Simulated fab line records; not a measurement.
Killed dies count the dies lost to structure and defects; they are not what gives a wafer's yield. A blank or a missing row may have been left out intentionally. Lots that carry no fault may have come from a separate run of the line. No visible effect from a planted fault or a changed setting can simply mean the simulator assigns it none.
Which tool did it? -- flow n5Finfet -- Sampling: 9 lots, 27 wafers, 5 of 1938 route steps

WHAT THE GAUGES SHOWED, per wafer
N5_MOL_CONTACT_COAG_OVL_MEAS_09. Usual: CA_OVL typically reads 0.6 nm, with standard deviation 0.62.
lot,measured,on,CA_OVL (nm),flag
L736,day 5 10:08,overlay-02,0.6 -0.4 -0.1,
L737,day 5 12:40,overlay-01,1.1 0.8 0.3,
L740,day 6 07:21,overlay-01,0.4 0.5 0.7,
L743,day 7 00:21,overlay-02,-0.8 -0.7 0.1,
L747,day 7 22:49,overlay-02,0.0 0.8 0.8,
L748,day 8 06:26,overlay-02,0.1 0.6 0.5,
L752,day 9 07:40,overlay-02,1.5 1.3 0.5,
L753,day 9 10:20,overlay-01,0.3 -0.5 0.3,
L756,day 10 06:42,overlay-01,1.0 1.0 -0.4,

N5_BEOL_M4_RC_MEAS_101. Usual: DIBL_N 36.4 mV/V, standard deviation 1.5; DIBL_P 36.6 mV/V, standard deviation 1.9; IOFF_N 0.155 nA/um, standard deviation 0.021; IOFF_P 0.211 nA/um, standard deviation 0.028; ION_N 671 uA/um, standard deviation 8.6; ION_P 462 uA/um, standard deviation 5.8; SS_N 71.5 mV/dec, standard deviation 0.5; SS_P 73.4 mV/dec, standard deviation 0.58; VT_N 250.1 mV, standard deviation 2.4; VT_P -250.1 mV, standard deviation 3.
lot,measured,on,DIBL_N (mV/V),DIBL_P (mV/V),IOFF_N (nA/um),IOFF_P (nA/um),ION_N (uA/um),ION_P (uA/um),SS_N (mV/dec),SS_P (mV/dec),VT_N (mV),VT_P (mV),flag
L736,day 8 10:45,prober-01,36.4 36.8 36.8,37.3 37.6 38.0,0.155 0.159 0.158,0.241 0.256 0.251,671 664 675,472 466 469,71.1 70.7 71.4,73.9 73.5 74.1,248.2 248.4 250.2,-247.0 -247.3 -246.1,
L737,day 8 18:28,prober-01,37.2 38.2 34.9,39.2 39.4 36.1,0.161 0.176 0.127,0.217 0.220 0.173,673 674 660,462 460 453,71.3 72.0 71.1,73.6 73.9 72.8,252.4 250.6 256.3,-251.4 -250.6 -252.3,
L740,day 9 15:51,prober-02,36.5 34.8 36.1,36.7 33.9 36.1,0.155 0.126 0.144,0.208 0.179 0.205,673 664 669,460 459 462,71.6 71.2 71.3,73.4 72.0 73.7,250.9 250.4 252.1,-250.0 -253.1 -252.4,
L743,day 10 08:18,prober-02,37.3 36.9 38.4,36.8 34.5 37.2,0.157 0.142 0.170,0.208 0.175 0.222,676 670 679,460 454 466,71.5 71.5 71.0,73.1 72.3 73.1,250.6 249.8 250.6,-246.9 -251.8 -248.8,
L747,day 11 04:31,prober-01,36.8 36.4 37.2,35.7 34.3 35.9,0.153 0.132 0.162,0.200 0.178 0.203,669 669 671,461 457 461,71.3 71.5 72.4,73.3 72.7 72.8,250.2 254.0 247.5,-250.9 -251.9 -250.6,
L748,day 11 04:29,prober-02,36.9 36.0 34.8,36.7 35.0 33.6,0.175 0.158 0.136,0.236 0.202 0.183,674 670 655,459 460 455,70.7 71.4 71.3,73.8 73.5 72.8,246.6 248.5 252.5,-248.5 -249.7 -252.3,
L752,day 12 13:58,prober-02,36.0 34.9 35.9,38.0 37.0 38.0,0.171 0.152 0.169,0.222 0.204 0.232,670 670 677,463 466 467,71.5 71.0 71.0,73.3 72.7 73.0,250.0 250.4 249.7,-248.7 -249.4 -247.9,
L753,day 12 16:26,prober-01,36.9 37.9 37.3,37.3 38.5 37.8,0.160 0.186 0.171,0.221 0.218 0.209,665 686 677,459 461 460,71.8 71.9 71.3,73.4 73.7 73.5,252.5 247.3 247.6,-247.9 -250.5 -250.5,
L756,day 13 09:25,prober-01,32.6 34.9 34.2,33.7 35.5 34.8,0.128 0.152 0.143,0.168 0.209 0.188,670 677 679,469 471 467,71.4 71.3 71.7,72.8 73.7 73.1,252.5 249.9 251.6,-250.6 -246.6 -253.1,

EACH LOT AND THE TOOL THAT RAN IT (in order: tool; ch and the chambers of the sampled wafers; start)
lot,N5_MOL_CONTACT_COAG_DESCUM_13,N5_MOL_CONTACT_COAG_STRIP_98,N5_MOL_CONTACT_COAG_IMPLANT_129
L736,"rieDiel-01 ch 1,2,3, day 5 10:14","rieDiel-01 ch 1,2,3, day 5 10:34","implanter-02 ch 0, day 5 10:40"
L737,"rieDiel-06 ch 0,3, day 5 12:45","rieDiel-06 ch 0,3, day 5 13:05","implanter-01 ch 0, day 5 13:11"
L740,"rieDiel-04 ch 0,1, day 6 07:38","rieDiel-04 ch 0,1, day 6 07:58","implanter-01 ch 0, day 6 08:06"
L743,"rieDiel-01 ch 1,3, day 7 00:27","rieDiel-01 ch 1,3, day 7 00:46","implanter-01 ch 0, day 7 00:53"
L747,"rieDiel-01 ch 0,2,3, day 7 22:54","rieDiel-01 ch 0,2,3, day 7 23:14","implanter-01 ch 0, day 7 23:23"
L748,"rieDiel-01 ch 0,1,3, day 8 06:32","rieDiel-01 ch 0,1,3, day 8 06:52","implanter-01 ch 0, day 8 06:58"
L752,"rieDiel-06 ch 1,2,3, day 9 08:07","rieDiel-06 ch 1,2,3, day 9 08:26","implanter-02 ch 0, day 9 08:33"
L753,"rieDiel-06 ch 0,1,3, day 9 10:25","rieDiel-06 ch 0,1,3, day 9 10:45","implanter-02 ch 0, day 9 10:51"
L756,"rieDiel-06 ch 0,1,2, day 10 06:47","rieDiel-06 ch 0,1,2, day 10 07:07","implanter-02 ch 0, day 10 07:15"
- N5_MOL_CONTACT_COAG_DESCUM_13: chemistry O2, time 7 s.
- N5_MOL_CONTACT_COAG_STRIP_98: strips in N2/H2.
- N5_MOL_CONTACT_COAG_IMPLANT_129

WHAT THE TOOLS THEMSELVES READ (means of the sampled wafers that have a number; where no wafer has one, the mark that the record gives instead)
N5_MOL_CONTACT_COAG_DESCUM_13. Usual: drypumpMotorCurrentA 5.6 A, standard deviation 0.48; oesProductAu 0.79 a.u., standard deviation 0.1; rfVppV 243.2 V, standard deviation 1.3; showerheadPlenumPTorr 2.10 Torr, standard deviation 0.062; throttleValvePct 20.43 %, standard deviation 0.23.
lot,tool,drypumpMotorCurrentA (A),oesProductAu (a.u.),rfVppV (V),showerheadPlenumPTorr (Torr),throttleValvePct (%),flag
L736,rieDiel-01,5.4,0.80,243.4,2.10,20.32,
L737,rieDiel-06,6.4,0.78,243.8,2.19,20.53,
L740,rieDiel-04,5.6,0.71,242.1,2.08,20.52,
L743,rieDiel-01,5.2,0.95,242.7,2.08,20.14,
L747,rieDiel-01,5.5,0.87,243.1,2.12,20.41,
L748,rieDiel-01,5.3,0.93,243.7,2.11,20.34,
L752,rieDiel-06,5.8,0.79,242.7,2.09,20.42,
L753,rieDiel-06,5.9,0.72,243.8,2.14,20.53,
L756,rieDiel-06,5.4,0.78,243.4,2.09,20.43,

N5_MOL_CONTACT_COAG_STRIP_98. Usual: drypumpMotorCurrentA 5.6 A, standard deviation 0.48; h2FlowSccm 300.0 sccm, standard deviation 0.91; oesProductAu 0.79 a.u., standard deviation 0.1; rfVppV 54.3 V, standard deviation 1.5; showerheadPlenumPTorr 3.37 Torr, standard deviation 0.092; throttleValvePct 18.89 %, standard deviation 0.27.
lot,tool,drypumpMotorCurrentA (A),h2FlowSccm (sccm),oesProductAu (a.u.),rfVppV (V),showerheadPlenumPTorr (Torr),throttleValvePct (%),flag
L736,rieDiel-01,5.4,299.9,0.80,55.8,3.37,18.84,
L737,rieDiel-06,6.4,300.1,0.77,54.8,3.50,18.68,
L740,rieDiel-04,5.6,300.1,0.71,55.0,3.34,19.33,
L743,rieDiel-01,5.1,300.4,0.95,54.1,3.35,18.66,
L747,rieDiel-01,5.6,300.3,0.87,52.2,3.41,18.87,
L748,rieDiel-01,5.4,300.0,0.92,55.1,3.39,18.79,
L752,rieDiel-06,5.8,299.4,0.78,53.9,3.36,18.68,
L753,rieDiel-06,5.9,301.0,0.72,53.0,3.43,18.83,
L756,rieDiel-06,5.4,301.2,0.78,54.3,3.37,18.82,

N5_MOL_CONTACT_COAG_IMPLANT_129. Usual: beamOnS 39.6 s, standard deviation 0.82; doseIonsCm2 5.998e+14, standard deviation 6.6e+11; endStationPressureTorr 5.83e-06 Torr, standard deviation 2.9e-07.
lot,tool,beamOnS (s),doseIonsCm2,endStationPressureTorr (Torr),flag
L736,implanter-02,40.2,5.993e+14,5.86e-06,
L737,implanter-01,39.0,5.992e+14,5.75e-06,
L740,implanter-01,39.2,6.002e+14,5.62e-06,
L743,implanter-01,39.4,5.992e+14,5.82e-06,
L747,implanter-01,20.7,3.165e+14,6.37e-06,OFF
L748,implanter-01,20.8,3.157e+14,6.38e-06,OFF
L752,implanter-02,40.1,5.999e+14,5.51e-06,
L753,implanter-02,39.6,6.009e+14,5.47e-06,
L756,implanter-02,39.1,5.999e+14,5.68e-06,

THE ANSWER, worked out from the rows above alone
Rule: lot off if the mean of its wafers having a number is beyond 3 standard deviations from the usual mean. Also off: a lot with no number at a reading for which 4 or more lots have one. All remaining lots with rows at the step are treated as sound. After the gauges, taken in route order, come the tools' own readings; for these a lot's mean is taken, as printed above. At the first step where some lot is off, the reading lying furthest off is the one used; lots without a number count as furthest.
Off: L747, L748 (N5_MOL_CONTACT_COAG_IMPLANT_129, doseIonsCm2).
If a tool, at that step or one of the process steps before it, ran each lot that is off and ran no sound lot following the first of them, it fits. Undecided on this evidence; 2 tools fit (rieDiel-01 at N5_MOL_CONTACT_COAG_DESCUM_13 and N5_MOL_CONTACT_COAG_STRIP_98, implanter-01 at N5_MOL_CONTACT_COAG_IMPLANT_129).

WHAT THE SIMULATOR PUT IN
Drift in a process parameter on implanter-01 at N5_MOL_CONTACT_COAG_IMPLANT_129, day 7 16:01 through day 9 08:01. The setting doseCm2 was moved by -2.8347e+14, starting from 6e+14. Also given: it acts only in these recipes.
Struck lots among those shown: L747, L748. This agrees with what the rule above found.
